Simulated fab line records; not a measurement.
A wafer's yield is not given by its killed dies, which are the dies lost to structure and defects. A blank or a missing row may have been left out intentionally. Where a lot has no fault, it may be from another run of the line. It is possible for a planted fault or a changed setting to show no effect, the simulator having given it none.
Matching of chambers	flow n5_finfet	N5_BEOL_M0_STRIP_104 on rie_diel-01: 4 sister chambers
The step strips in N2/H2. 4 wafers are shown with their chamber, then 9 later ones without.

## WAFERS, EACH WITH ITS CHAMBER
wafer	chamber	drypump_motor_current_A (A)
L081.5	1	5.63
L087.2	2	5.77
L087.3	3	5.26
L087.4	0	5.34

## WAFERS WITH NO CHAMBER GIVEN
wafer	drypump_motor_current_A (A)
L094.2	5.36
L094.3	5.66
L094.4	5.34
L095.3	5.33
L095.4	5.29
L095.5	5.33
L096.2	5.37
L096.3	5.24
L096.5	5.25

## EACH ONE'S CHAMBER
wafer	from the rows above	in truth
L094.2	0	0
L094.3	1	1
L094.4	0	0
L095.3	0	0
L095.4	can't be placed: 3 or 0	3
L095.5	0	0
L096.2	0	0
L096.3	3	3
L096.5	3	3
8 of 9 placed correctly. Unplaceable from these rows: 1, with the true chamber sitting among the candidates in 1. Placed wrongly: 0.
How it was worked out, from the rows above alone: a wafer's distance from a chamber is the root of the sum, over the readings, of the square of ((its reading less the chamber's mean) divided by the reading's scatter). If the next closest chamber is less than 2 further off than the closest, the wafer can't be placed; otherwise it belongs to the closest. The mean given for a chamber averages the wafers shown for that chamber. The scatter (one wafer shown for each chamber): square how far every hidden wafer sits from the nearest shown wafer, average those squares and take the square root.
